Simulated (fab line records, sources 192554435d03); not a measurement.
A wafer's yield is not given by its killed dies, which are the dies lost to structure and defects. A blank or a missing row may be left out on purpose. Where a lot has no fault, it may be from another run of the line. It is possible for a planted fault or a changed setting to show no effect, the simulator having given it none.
A struck lot beside a sound one -- flow n5Finfet -- 36 steps out of a route of 1938
Sound: the wafers L439.3, L439.4, L439.5. Struck: wafer L443.4; the same lot's L443.6 was not struck, so it is left out; see the end for the cause.
Per side, at each step with rows, come the tool, then ch with its chambers, and then its first start. Under that, the readings that differ: sound wafers -- struck wafers -- difference of the means -- sigmas: that difference in standard deviations of wafers without a fault.
alike: same words and numbers on both sides, and readings whose means sit less than 2 such deviations apart. not compared: any withheld reading, any reading some wafer has no value for, any bound like >300 that may hide the same value, and any number with overlapping values for which the record gives no deviation.
Wherever a step has rows on one side only, a row that says differs or no value, or a row with sigmas, the two part there. Numbers that have no deviation but don't overlap get no sigmas and don't part them. A reading that every wafer of one side lacks parts them only if that side has two wafers or more.

first, 11 steps without rows for these wafers: N5_BEOL_M2_SPUTTER_92 (material Cu, target thk 4.5 nm, time 8.29 s); N5_BEOL_M2_ANNEAL_93 (time 240 s); N5_BEOL_M2_SPUTTER_94 (material Cu, target thk 4.5 nm, time 8.29 s); N5_BEOL_M2_ANNEAL_95 (time 240 s); N5_BEOL_M2_SPUTTER_96 (material Cu, target thk 4.5 nm, time 8.29 s); N5_BEOL_M2_ECD_50 (material Cu, target thk 300 nm); N5_BEOL_M2_ANNEAL_51 (time 90 s); N5_BEOL_M2_CMP_52 (polishes, stops on SiOC, t overpolish 6.8 s, target thk 40 nm); N5_BEOL_M2_PRE_CLEAN_60 (time 15 s); N5_BEOL_M2_CO_CAP_55 (material Co, precursor CCTBA/H2, target thk 2 nm, time 102.1 s); N5_BEOL_M2_PRE_CLEAN_56 (time 15 s).
N5_BEOL_M2_DEP_57: deposits SiCN from 3MS/NH3, target thk 8 nm, time 14 s.
  sound on pecvd-03 ch 1,2, day 8 16:21; struck on pecvd-03 ch 2, day 10 01:13
reading,sound,struck,difference,sigmas
model.SiCN_of_BEOL_M2_DEP_57.thkNm (nm),8 8 8,11.2,+3.2,
  alike: showerheadPlenumPTorr, throttleValvePct
then, 22 steps without rows for these wafers: N5_BEOL_M3_ILD_DEP_00 (deposits SiOC from DEMS/O2, target thk 79 nm, time 15.3 s); N5_BEOL_M3_PECVD_72 (deposits SiO2 from TEOS/O2, target thk 16 nm, time 18 s); N5_BEOL_M3_HM_DEP_02 (deposits TiN, target thk 20 nm); N5_BEOL_M3_COAT_61 (time 60 s, resist thk 60 nm); N5_BEOL_M3_COAT_62 (time 60 s, resist thk 12 nm); N5_BEOL_M3_COAT_73 (time 60 s, resist thk 5 nm); N5_BEOL_M3_COAT_05 (resist thk 30 nm); N5_BEOL_M3_EBR_07; N5_BEOL_M3_SOFTBAKE_06 (time 60 s); N5_BEOL_M3_EXPOSE_08 (exposes mask M3); N5_BEOL_M3_PEB_09 (peb time 60 s); N5_BEOL_M3_DEVELOP_10 (develop time 30 s); N5_BEOL_M3_DESCUM_16 (chemistry O2, time 7 s); N5_BEOL_M3_ETCH_74 (etches underlayer in N2/H2, target depth 6.5 nm, time 5.2 s); N5_BEOL_M3_ETCH_63 (etches SiARC in CF4, target depth 15.6 nm, time 26 s); N5_BEOL_M3_ETCH_64 (etches SOC in N2/H2, target depth 75 nm, overetch 15 nm, time 112.5 s); N5_BEOL_M3_STRIP_65 (strips in N2/H2); N5_BEOL_M3_STRIP_75 (strips in N2/H2); N5_BEOL_M3_STRIP_66 (strips in CF4); N5_BEOL_M3_HM_OPEN_17 (chemistry Cl2/BCl3, target TiN, target depth 20 nm, overetch 6 nm); N5_BEOL_M3_STRIP_19 (strips in O2); N5_BEOL_M3_COAT_67 (time 60 s, resist thk 60 nm).
N5_BEOL_M3_CMP_52: polishes, stops on SiOC, t overpolish 6.8 s, target thk 40 nm.
  sound on cmp-04 ch 0,1, day 9 13:10; struck on cmp-01 ch 2, day 10 13:37
reading,sound,struck,difference,sigmas
model.Cu_of_BEOL_M3_ECD_50.thkNm (nm),37.6 40.4 40,43.2,+3.9,
  alike: barrierFieldEndpointS, motorCurrentA, overpolishRunS, platenRpm, retainingRingPressureFrac, slurryFilterDpKPa, timeToEndpointS
N5_BEOL_M4_RC_MEAS_101:
  sound on prober-02 ch 0, day 10 15:11; struck on prober-02 ch 0, day 11 08:25
reading,sound,struck,difference,sigmas
ION_N (uA/um),656 660 677,683,+19,+2
  alike: DIBL_N, DIBL_P, IOFF_N, IOFF_P, ION_P, SS_N, SS_P, VT_N, VT_P

== WHERE THEY PART ==
Within this record, at N5_BEOL_M4_RC_MEAS_101 only.

WHY: the cause the simulator had injected
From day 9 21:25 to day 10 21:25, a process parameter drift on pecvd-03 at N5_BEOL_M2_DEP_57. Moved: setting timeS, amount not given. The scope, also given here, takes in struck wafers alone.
